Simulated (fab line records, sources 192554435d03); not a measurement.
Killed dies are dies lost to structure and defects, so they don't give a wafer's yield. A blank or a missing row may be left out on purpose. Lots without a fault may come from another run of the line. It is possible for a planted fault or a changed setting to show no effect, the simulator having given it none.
Chamber matching | flow n5-finfet | N5_MOL_CONTACT_COAG_ALD_27 on ald-sin-03 has 4 sister chambers
The step deposits SiOC, target thk 17 nm, pulse time 1.5 s, time 2720 s. 20 wafers are shown with their chamber, then 10 later ones without.

== WAFERS, EACH WITH ITS CHAMBER ==
wafer  | chamber | heater-power-outer-w (W) | heater-power-w (W) | precursor-pulse-height-rel
L077.2 | 0       | 514                      | 827                | 0.952
L077.4 | 2       | 563                      | 932                | 1.011
L077.6 | 3       | 629                      | 962                | 0.994
L078.4 | 1       | 438                      | 756                | 1.011
L078.5 | 3       | 630                      | 965                | 0.998
L078.6 | 2       | 557                      | 920                | 1.019
L079.1 | 1       | 437                      | 740                | 1.001
L079.3 | 2       | 563                      | 917                | 0.988
L079.5 | 2       | 541                      | 938                | 0.996
L081.1 | 3       | 620                      | 965                | 0.994
L081.4 | 1       | 441                      | 750                | 0.990
L081.5 | 3       | 621                      | 948                | 0.999
L083.1 | 0       | 526                      | 851                | 0.980
L083.3 | 1       | 449                      | 747                | 1.018
L083.4 | 2       | 547                      | 916                | 0.997
L088.4 | 0       | 506                      | 845                | 1.034
L088.5 | 3       | 613                      | 975                | 1.015
L088.6 | 0       | 513                      | 841                | 1.008
L092.2 | 2       | 555                      | 949                | 1.011
L092.4 | 0       | 498                      | 828                | 0.971

SIGNATURES, as means of the wafers listed above
reading                    | chamber 0 | chamber 1 | chamber 2 | chamber 3 | scatter within a chamber
heater-power-outer-w       | 511.40    | 441.25    | 554.33    | 622.60    | 8.32
heater-power-w             | 838.40    | 748.25    | 928.67    | 963.00    | 10.7
precursor-pulse-height-rel | 0.98900   | 1.00500   | 1.00367   | 1.00000   | 0.0187
Rule: for each reading, subtract the chamber's mean from the wafer's reading, divide by that reading's scatter and square the result; add these up over the readings and take the root, which gives the wafer's distance from the chamber. If the next closest chamber is less than 2 further off than the closest, the wafer can't be placed; otherwise it belongs to the closest. The scatter: the root of (the sum of the squares of (reading less its chamber's mean) over the shown wafers, divided by (wafers less chambers)).

== WAFERS WITH NO CHAMBER GIVEN ==
wafer  | heater-power-outer-w (W) | heater-power-w (W) | precursor-pulse-height-rel
L092.5 | 505                      | 823                | 1.002
L093.2 | 517                      | 820                | 1.036
L093.3 | 612                      | 954                | 0.975
L093.6 | 633                      | 961                | 1.009
L094.2 | 619                      | 951                | 1.006
L094.3 | 523                      | 818                | 0.981
L094.5 | 507                      | 821                | 1.013
L097.3 | 552                      | 913                | 1.001
L097.4 | 509                      | 837                | 1.027
L097.6 | 439                      | 750                | 0.984

== CHAMBER TAKEN BY EACH ==
wafer  | from the rows above | in truth
L092.5 | 0                   | 0
L093.2 | 0                   | 0
L093.3 | 3                   | 3
L093.6 | 3                   | 3
L094.2 | 3                   | 3
L094.3 | 0                   | 0
L094.5 | 0                   | 0
L097.3 | 2                   | 2
L097.4 | 0                   | 0
L097.6 | 1                   | 1
Correct placement for 10 of the 10. Not placeable from these rows: 0. 0 placed wrongly.
